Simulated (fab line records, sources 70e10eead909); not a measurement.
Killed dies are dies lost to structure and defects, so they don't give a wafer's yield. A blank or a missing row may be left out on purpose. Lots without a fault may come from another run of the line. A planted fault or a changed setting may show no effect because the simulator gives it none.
fab line records | flow nand_harc | part 1 of 2: steps 1 to 26 of 34
record lots=5 wafers=15 last_day=33
route steps=1302 shown P_GATE@122
lots that met no fault: from a run of the same line without faults
start_h: hours from the record's first day to the start of the lot's first wafer shown | wait_h: hours since the lot's step before | " the same as in the row above | L1.1+2: a row that stands for several wafers | - no value, or no start given | * or withheld: withheld | < > ~ a bound
route shown NAME@n: a module of which the file shows steps, and the number in the route of the first | usual: mean/standard deviation of fault-free wafers | same: alike in all rows | chamber/n: place in a boat | sites: the reading at each site | _std_site: their standard deviation | _edge_site: outer sites' mean less inner sites' | radius_mm: how far each site lies from the wafer's centre | mask NAME#n: copy n | behind: the tool/chamber that last shaped the wafer | hold: why the lot was held/for how many hours/how that ended | device: the transistor (n, p or np) that didn't switch | end of line: the same wafers' tests at the end of the route | a step without rows: its recipe alone | killed: dies lost to structure and defects at the first sort, not the wafer's yield | map: a wafer's dies, x killed, . not, _ none there
set.NAME: the setting as run; set.NAME@STEP: as run at that earlier step | model.NAME: the simulator's own value behind a step, which no gauge read
lots at some steps of the route; a table a step, a row a wafer
services: from which hour (start_h, from the record's first day; less than 0 if before it) a tool's chamber was out of use, for how many hours, and why
## steps
# step NHARC_P_GATE_CD_MEAS_11
# recipe target_cd_nm=1640 landing_energy_ev=500
# usual cd_nm=1639.9/1.5
# columns lot.wafer tool chamber start_h wait_h cd_nm
L085.3 cd_sem-01 0 192.31 - 1640.5
L085.4 " 0 " " 1640.6
L085.6 " 0 " " 1639.7
L086.1 cd_sem-02 0 204.57 - 1639.5
L086.3 " 0 " " 1639.4
L086.5 " 0 " " 1638.7
L090.1 cd_sem-02 0 241.38 - 1640.7
L090.5 " 0 " " 1641.7
L090.6 " 0 " " 1641.7
L092.2 cd_sem-03 0 259.39 - 1640.2
L092.4 " 0 " " 1638.8
L092.5 " 0 " " 1638.8
L094.3 cd_sem-01 0 280.30 - 1643.0
L094.5 " 0 " " 1641.3
L094.6 " 0 " " 1642.6
# step NHARC_P_GATE_HARDBAKE_12
# recipe temp_c=125 time_s=80
# columns lot.wafer tool chamber start_h wait_h
L085.3+4+6 litho_track-07 0 192.39 -
L086.1+3+5 litho_track-07 0 204.65 -
L090.1+5+6 litho_track-07 0 241.46 -
L092.2+4+5 litho_track-05 0 259.47 -
L094.3+5+6 litho_track-07 0 280.38 -
# step NHARC_P_GATE_DESCUM_13
# recipe time_s=3 o2_flow_sccm=200 ar_flow_sccm=0 bias_power_w=0 chemistry=O2
# usual chamber_pressure_mTorr=60.00/0.051 drypump_motor_current_A=5.5/0.34 oes_product_au=0.997/0.008 rf_vpp_V=58.0/0.87 showerhead_plenum_p_Torr=1.93/0.083 throttle_valve_pct=11.312/0.0097
# columns lot.wafer tool chamber start_h wait_h chamber_pressure_mTorr drypump_motor_current_A oes_product_au rf_hours_counter_h rf_vpp_V showerhead_plenum_p_Torr throttle_valve_pct
L085.3 rie_diel-11 1 192.50 - 60.05 5.9 0.990 3.9 58.0 1.90 11.316
L085.6 " 2 " " 60.05 5.9 1.007 - 58.4 1.84 11.301
L085.4 " 0 " " 59.97 5.9 1.000 - 55.4 1.93 11.295
L086.3 rie_diel-03 2 204.76 - 60.00 5.3 0.991 6.2 57.3 1.79 11.306
L086.1 " 0 " " 60.03 5.3 0.984 4.4 58.7 1.87 11.313
L086.5 " 2 " " 60.00 5.3 0.991 - 56.2 1.79 11.298
L090.1 rie_diel-01 3 241.56 - 60.00 5.7 0.993 1.3 58.9 2.03 11.319
L090.5 " 2 " " 59.94 5.7 0.987 - 57.4 1.89 11.309
L090.6 " 3 " " 60.02 5.7 0.997 - 58.7 2.03 11.321
L092.2 rie_diel-01 0 259.56 - 59.98 4.9 0.987 2.9 57.9 2.04 11.312
L092.4 " 1 " " 60.01 5.4 0.987 2.5 57.4 2.02 11.301
L092.5 " 3 " " 59.95 5.8 0.992 - 59.2 2.03 11.333
L094.3 rie_diel-01 0 280.47 - 59.92 4.9 0.983 4.5 58.4 2.04 11.312
L094.5 " 3 " " 60.02 5.7 0.998 - 58.6 2.02 11.302
L094.6 " 0 " " 60.07 4.9 0.986 - 58.8 2.04 11.335
# step NHARC_P_GATE_ETCH_14
# recipe target_depth_a=488 chemistry=dHF material=SiO2
# columns lot.wafer tool chamber start_h wait_h
L085.6+4+3 wet_bench-09 3,4,6 192.63 0.1
L086.5+3+1 wet_bench-07 7,1,4 204.89 0.1
L090.5+1+6 wet_bench-07 7,2,3 241.69 0.1
L092.4+2+5 wet_bench-01 2,5,6 259.68 0.1
L094.6+3+5 wet_bench-07 6,0,1 280.61 0.1
# step NHARC_P_GATE_STRIP_15
# recipe time_s=780 temp_c=130 chemistry=SPM
# usual bath_heat_duty_pct=14.7/1.3
# columns lot.wafer tool chamber start_h wait_h bath_heat_duty_pct
L085.6 wet_bench-09 3 192.67 0.0 12.7
L085.4 " 4 " " 13.7
L085.3 " 6 " " 14.4
L086.5 wet_bench-07 7 204.92 0.0 16.0
L086.3 " 1 " " 17.0
L086.1 " 4 " " 16.8
L090.5 wet_bench-07 7 241.73 0.0 16.6
L090.1 " 2 " " 15.1
L090.6 " 3 " " 14.0
L092.4 wet_bench-01 2 259.72 0.0 19.5
L092.2 " 5 " " 15.6
L092.5 " 6 " " 13.6
L094.6 wet_bench-07 6 280.65 0.0 15.9
L094.3 " 0 " " 15.3
L094.5 " 1 " " 16.0
# step NHARC_P_GATE_PRECLEAN_71
# recipe time_s=* temp_c=50 bath_age_min=0 chemistry=SC1
# usual bath_heat_duty_pct=7.1/0.8
# columns lot.wafer tool chamber start_h wait_h bath_heat_duty_pct
L085.6 wet_bench-09 3 - - 6.2
L085.4 " 4 " " 7.3
L085.3 " 6 " " 7.0
L086.5 wet_bench-07 7 - - 6.8
L086.3 " 1 " " 8.5
L086.1 " 4 " " 7.3
L090.5 wet_bench-07 7 - - 6.9
L090.1 " 2 " " 6.2
L090.6 " 3 " " 6.3
L092.4 wet_bench-01 2 - - 8.8
L092.2 " 5 " " 7.3
L092.5 " 6 " " 6.8
L094.6 wet_bench-07 6 - - 7.0
L094.3 " 0 " " 7.9
L094.5 " 1 " " 8.7
# step NHARC_P_GATE_SRD_72
# columns lot.wafer tool chamber start_h wait_h
L085.6+4+3 wet_bench-09 3,4,6 - -
L086.5+3+1 wet_bench-07 7,1,4 - -
L090.5+1+6 wet_bench-07 7,2,3 - -
L092.4+2+5 wet_bench-01 2,5,6 - -
L094.6+3+5 wet_bench-07 6,0,1 - -
# step NHARC_P_GATE_OXIDE_16
# recipe target_thk_a=30 temp_c=875 ox_time_s=392 material=SiO2
# columns lot.wafer tool chamber start_h wait_h
L085.3+4+6 furnace-05 0 197.14 -
L086.1+3+5 furnace-05 0 208.72 -
L090.1+5+6 furnace-06 0 245.29 -
L092.2+4+5 furnace-03 0 263.15 -
L094.3+5+6 furnace-05 0 285.70 -
# step NHARC_P_GATE_CVD_17
# recipe target_thk_a=1500 temp_c=620 time_s=900 material=poly-Si
# columns lot.wafer tool chamber start_h wait_h
L085.3+4+6 lpcvd_poly-02 0 203.90 3.2
L086.1+3+5 lpcvd_poly-01 0 217.27 5.0
L090.1+5+6 lpcvd_poly-01 0 251.99 3.1
L092.2+4+5 lpcvd_poly-01 0 269.31 2.5
L094.3+5+6 lpcvd_poly-01 0 291.91 2.7
# step NHARC_P_GATE_HM_DEP_102
# recipe target_thk_a=1200 temp_c=400 material=aC
# usual throttle_valve_pct=34.999/0.009
# columns lot.wafer tool chamber start_h wait_h throttle_valve_pct
L085.3 acl_dep-03 0 207.19 1.1 34.998
L085.4 " 0 " " 35.010
L085.6 " 0 " " 35.002
L086.1 acl_dep-03 0 219.88 0.4 34.998
L086.3 " 0 " " 35.006
L086.5 " 0 " " 34.989
L090.1 acl_dep-02 0 261.09 6.8 35.005
L090.5 " 0 " " 35.012
L090.6 " 0 " " 34.999
L092.2 acl_dep-01 0 272.87 1.3 34.999
L092.4 " 0 " " 35.002
L092.5 " 0 " " 34.993
L094.3 acl_dep-03 0 294.74 0.6 35.016
L094.5 " 0 " " 34.973
L094.6 " 0 " " 34.997
# step NHARC_P_GATE_DEP_103
# recipe target_thk_a=300 target_thk_nm=30 temp_c=400 flow_sccm=200 rf_w=350 material=SiON
# usual heater_power_outer_w=459/57 heater_power_w=761/89
# columns lot.wafer tool chamber start_h wait_h heater_power_outer_w heater_power_w since_wet_clean_h
L085.3 pecvd-04 2 207.64 0.3 430 658 104
L085.4 " 2 " " 419 655 -
L085.6 " 1 " " 444 743 -
L086.1 pecvd-04 2 220.56 0.6 381 617 117
L086.3 " 0 " " 523 830 117
L086.5 " 2 " " 391 625 -
L090.1 pecvd-04 0 261.82 0.6 543 888 158
L090.5 " 1 " " 490 776 -
L090.6 " 0 " " 435 700 -
L092.2 pecvd-03 1 273.48 0.5 461 725 75
L092.4 " 2 " " 467 740 -
L092.5 " 1 " " 456 722 -
L094.3 pecvd-02 2 295.25 0.4 503 840 55
L094.5 " 0 " " 489 848 -
L094.6 " 1 " " 521 853 -
# step NHARC_P_GATE_DEHYDRATE_18
# recipe temp_c=150 time_s=120
# columns lot.wafer tool chamber start_h wait_h
L085.3+4+6 litho_track-01 0 207.92 0.2
L086.1+3+5 litho_track-01 0 220.81 0.2
L090.1+5+6 litho_track-01 0 262.04 0.2
L092.2+4+5 litho_track-01 0 273.69 0.2
L094.3+5+6 litho_track-04 0 295.46 0.2
# step NHARC_P_GATE_HMDS_19
# recipe time_s=30
# columns lot.wafer tool chamber start_h wait_h
L085.3+4+6 litho_track-01 0 - -
L086.1+3+5 litho_track-01 0 - -
L090.1+5+6 litho_track-01 0 - -
L092.2+4+5 litho_track-01 0 - -
L094.3+5+6 litho_track-04 0 - -
# step NHARC_P_GATE_COAT_20
# recipe spin_rpm=1500 resist_thk_nm=90
# columns lot.wafer tool chamber start_h wait_h
L085.3+4+6 litho_track-01 0 - -
L086.1+3+5 litho_track-01 0 - -
L090.1+5+6 litho_track-01 0 - -
L092.2+4+5 litho_track-01 0 - -
L094.3+5+6 litho_track-04 0 - -
# step NHARC_P_GATE_SOFTBAKE_21
# recipe temp_c=105 time_s=55
# columns lot.wafer tool chamber start_h wait_h
L085.3+4+6 litho_track-01 0 - -
L086.1+3+5 litho_track-01 0 - -
L090.1+5+6 litho_track-01 0 - -
L092.2+4+5 litho_track-01 0 - -
L094.3+5+6 litho_track-04 0 - -
# step NHARC_P_GATE_EBR_22
# columns lot.wafer tool chamber start_h wait_h
L085.3+4+6 litho_track-01 0 - -
L086.1+3+5 litho_track-01 0 - -
L090.1+5+6 litho_track-01 0 - -
L092.2+4+5 litho_track-01 0 - -
L094.3+5+6 litho_track-04 0 - -
# step NHARC_P_GATE_EXPOSE_23
# recipe na=1.35 target_cd_nm=120 dose_mj=93.91 mask_id=P_GATE
# columns lot.wafer tool chamber start_h wait_h mask
L085.3+4+6 arfi_scanner-02 0 208.19 - P_GATE#0
L086.1+3+5 arfi_scanner-01 0 221.07 - P_GATE#0
L090.1+5+6 arfi_scanner-01 0 262.18 - P_GATE#0
L092.2+4+5 arfi_scanner-03 0 273.96 - P_GATE#0
L094.3+5+6 arfi_scanner-02 0 295.74 - P_GATE#0
# step NHARC_P_GATE_PEB_24
# recipe peb_temp_c=100 peb_time_s=65
# columns lot.wafer tool chamber start_h wait_h
L085.3+4+6 litho_track-06 0 208.25 0.0
L086.1+3+5 litho_track-06 0 221.13 0.1
L090.1+5+6 litho_track-06 0 262.24 0.1
L092.2+4+5 litho_track-04 0 274.02 0.1
L094.3+5+6 litho_track-06 0 295.80 0.0
# step NHARC_P_GATE_DEVELOP_25
# recipe develop_time_s=35 dev_temp_c=23
# columns lot.wafer tool chamber start_h wait_h
L085.3+4+6 litho_track-06 0 - -
L086.1+3+5 litho_track-06 0 - -
L090.1+5+6 litho_track-06 0 - -
L092.2+4+5 litho_track-04 0 - -
L094.3+5+6 litho_track-06 0 - -
# step NHARC_P_GATE_CD_MEAS_26
# recipe target_cd_nm=120 landing_energy_ev=500
# usual cd_nm=119.9/0.45
# columns lot.wafer tool chamber start_h wait_h cd_nm
L085.3 cd_sem-01 0 208.33 - 119.0
L085.4 " 0 " " 119.5
L085.6 " 0 " " 118.9
L086.1 cd_sem-03 0 221.21 - 119.7
L086.3 " 0 " " 120.1
L086.5 " 0 " " 119.5
L090.1 cd_sem-02 0 262.32 - 119.6
L090.5 " 0 " " 120.1
L090.6 " 0 " " 120.2
L092.2 cd_sem-01 0 274.10 - 119.8
L092.4 " 0 " " 120.5
L092.5 " 0 " " 119.7
L094.3 cd_sem-03 0 295.88 - 120.4
L094.5 " 0 " " 119.9
L094.6 " 0 " " 119.7
# step NHARC_P_GATE_OVL_MEAS_27
# usual overlay_x_nm=0.0/0.57 overlay_y_nm=0.3/0.8
# columns lot.wafer tool chamber start_h wait_h overlay_x_nm overlay_y_nm
L085.3 overlay-01 - 208.41 - -0.2 -0.4
L085.4 " - " " -0.6 0.3
L085.6 " - " " -0.5 -0.3
L086.1 overlay-01 - 221.30 - -0.4 -1.1
L086.3 " - " " 0.0 -0.2
L086.5 " - " " 0.1 -0.7
L090.1 overlay-01 - 262.41 - 0.3 1.1
L090.5 " - " " 0.2 0.9
L090.6 " - " " 0.2 1.0
L092.2 overlay-01 - 274.19 - 0.8 1.4
L092.4 " - " " 0.5 0.6
L092.5 " - " " 0.7 1.3
L094.3 overlay-02 - 295.96 - 0.5 -1.1
L094.5 " - " " 0.4 -0.8
L094.6 " - " " 0.2 -0.3
# step NHARC_P_GATE_INSPECT_28
# usual raw_defect_count=6.0/2.6
# columns lot.wafer tool chamber start_h wait_h raw_defect_count
L085.3 defect_inspect-02 - 208.45 0.0 5
L085.4 " - " " 9
L085.6 " - " " 8
L086.1 defect_inspect-01 - 221.34 0.0 6
L086.3 " - " " 2
L086.5 " - " " 6
L090.1 defect_inspect-02 - 262.44 0.0 6
L090.5 " - " " 10
L090.6 " - " " 6
L092.2 defect_inspect-02 - 274.22 0.0 9
L092.4 " - " " 3
L092.5 " - " " 8
L094.3 defect_inspect-02 - 296.00 0.0 6
L094.5 " - " " 5
L094.6 " - " " 3
# step NHARC_P_GATE_DESCUM_31
# recipe time_s=3 o2_flow_sccm=200 ar_flow_sccm=0 bias_power_w=0 chemistry=O2
# usual chamber_pressure_mTorr=60.00/0.057 drypump_motor_current_A=5.6/0.34 oes_product_au=0.998/0.0077 rf_vpp_V=57.8/0.87 showerhead_plenum_p_Torr=1.93/0.079 throttle_valve_pct=11.310/0.01
# columns lot.wafer tool chamber start_h wait_h chamber_pressure_mTorr drypump_motor_current_A oes_product_au rf_hours_counter_h rf_vpp_V showerhead_plenum_p_Torr throttle_valve_pct
L085.4 rie_diel-11 1 208.51 0.1 59.94 5.9 1.004 5.6 59.1 1.90 11.309
L085.3 " 0 " " 60.04 5.9 1.007 5.8 59.0 1.93 11.317
L085.6 " 2 " " 60.01 5.8 1.004 - 57.4 1.84 11.315
L086.1 rie_diel-11 3 221.41 0.1 60.06 5.4 0.984 4.9 58.1 1.85 11.322
L086.3 " 0 " " 60.00 5.9 0.998 6.2 57.4 1.93 11.323
L086.5 " 3 " " 60.08 5.4 0.994 - 56.8 1.85 11.314
L090.1 rie_diel-01 2 262.51 0.1 60.01 5.6 1.004 2.9 58.2 1.89 11.316
L090.5 " 1 " " 60.05 5.4 1.011 - 59.3 2.02 11.313
L090.6 " 2 " " 60.05 5.6 0.997 - 57.7 1.89 11.313
L092.2 rie_diel-03 1 274.29 0.1 59.91 6.0 0.995 8.8 57.0 1.84 11.307
L092.4 " 3 " " 59.98 5.1 0.996 8.6 56.4 1.93 11.304
L092.5 " 1 " " 59.96 6.0 0.991 - 57.5 1.84 11.306
L094.3 rie_diel-03 1 296.08 0.1 60.00 6.0 1.003 0.2 57.8 1.84 11.328
L094.5 " 2 " " 60.00 5.3 1.001 - 55.9 1.79 11.320
L094.6 " 3 " " 60.03 5.1 1.007 - 57.5 1.93 11.300
# step NHARC_P_GATE_ETCH_104
# recipe target_depth_a=600 time_s=withheld cf4_flow_sccm=100 chf3_flow_sccm=30 ar_flow_sccm=0 rf_w=500 bias_w=200 chemistry=CF4/CHF3
# usual bias_w=200.0/0.57 chamber_pressure_mTorr=24.998/0.022 drypump_motor_current_A=5.5/0.33 oes_product_au=0.949/0.024 rf_vpp_V=370.9/2.1 showerhead_plenum_p_Torr=1.58/0.062 throttle_valve_pct=16.803/0.009
# columns lot.wafer tool chamber start_h wait_h bias_w chamber_pressure_mTorr drypump_motor_current_A oes_product_au rf_vpp_V showerhead_plenum_p_Torr throttle_valve_pct
L085.4 rie_diel-11 1 208.59 0.1 199.7 25.003 5.9 0.922 370.4 1.57 16.810
L085.3 " 3 " " 199.0 24.987 5.4 0.960 369.0 1.52 16.791
L085.6 " 1 " " 199.9 24.997 5.9 0.923 370.6 1.57 16.800
L086.1 rie_diel-11 0 221.49 0.1 200.9 25.053 5.9 0.982 370.2 1.58 16.814
L086.3 " 1 " " 200.5 24.995 5.9 0.972 371.6 1.57 16.814
L086.5 " 3 " " 200.5 25.000 5.4 0.965 369.0 1.52 16.800
L090.1 rie_diel-01 1 262.59 0.1 200.0 24.989 5.4 0.921 373.8 1.66 16.809
L090.6 " 1 " " 200.3 24.996 5.4 0.935 372.9 1.66 16.796
L090.5 " 2 " " 200.2 25.054 5.7 0.917 370.2 1.55 16.807
L092.4 rie_diel-03 0 274.37 0.1 199.3 25.008 5.3 0.959 370.1 1.54 16.805
L092.2 " 1 " " 200.1 25.018 6.0 0.975 367.9 1.52 16.798
L092.5 " 0 " " 199.4 24.970 5.3 0.962 370.2 1.54 16.792
L094.3 rie_diel-03 3 296.14 0.1 199.3 25.020 5.1 0.969 370.7 1.59 16.808
L094.5 " 3 " " 199.1 25.023 5.1 0.967 371.5 1.59 16.809
L094.6 " 0 " " 201.3 24.985 5.3 0.982 369.7 1.54 16.799
# step NHARC_P_GATE_HM_OPEN_105
# recipe target_depth_a=3600 o2_flow_sccm=400 cos_flow_sccm=20 ar_flow_sccm=0 rf_w=500 bias_w=300 chemistry=O2/COS
# usual bias_w=299.9/0.93 chamber_pressure_mTorr=20.000/0.019 drypump_motor_current_A=5.5/0.33 oes_product_au=0.996/0.0082 rf_vpp_V=467.5/2.7 showerhead_plenum_p_Torr=3.14/0.12 throttle_valve_pct=28.330/0.0094
# columns lot.wafer tool chamber start_h wait_h bias_w chamber_pressure_mTorr drypump_motor_current_A oes_product_au rf_hours_counter_h rf_vpp_V showerhead_plenum_p_Torr throttle_valve_pct
L085.4 rie_diel-11 2 - - 298.2 19.988 5.9 1.008 6.2 465.1 3.00 28.310
L085.3 " 0 " " 300.2 20.048 5.9 1.007 5.8 466.9 3.14 28.329
L085.6 " 3 " " 299.4 20.002 5.4 0.999 - 463.5 3.02 28.327
L086.1 rie_diel-11 0 - - 300.9 20.019 5.9 1.009 6.2 466.8 3.14 28.330
L086.3 " 1 " " 298.3 19.999 5.9 0.982 6.0 468.3 3.11 28.314
L086.5 " 2 " " 298.9 20.022 5.9 0.988 - 464.1 3.00 28.345
L090.1 rie_diel-01 1 - - 299.2 20.020 5.4 0.994 3.2 470.7 3.29 28.315
L090.6 " 3 " " 300.2 20.007 5.7 0.990 - 470.6 3.29 28.331
L090.5 " 0 " " 300.9 19.968 4.9 0.991 - 472.4 3.31 28.331
L092.4 rie_diel-03 2 - - 298.2 20.040 5.3 0.995 9.8 462.5 2.93 28.327
L092.2 " 3 " " 301.5 19.967 5.1 1.000 8.6 468.2 3.15 28.324
L092.5 " 2 " " 301.4 20.036 5.3 0.988 - 463.5 2.93 28.323
L094.3 rie_diel-03 3 - - 300.0 20.003 5.1 1.007 0.2 467.8 3.15 28.343
L094.6 " 0 " " 298.8 19.973 5.3 1.011 - 465.3 3.05 28.346
L094.5 " 1 " " 299.9 19.997 6.0 1.000 - 464.7 3.01 28.319
# step NHARC_P_GATE_STRIP_106
# recipe o2_flow_sccm=400 cos_flow_sccm=20 ar_flow_sccm=0 bias_w=0 chemistry=O2/COS
# columns lot.wafer tool chamber start_h wait_h
L085.3+4+6 rie_diel-11 3,1,3 - -
L086.3+1+5 rie_diel-11 1,3,1 - -
L090.1+5+6 rie_diel-01 0,2,3 - -
L092.4+2+5 rie_diel-03 0,1,3 - -
L094.3+6+5 rie_diel-03 2,2,3 - -
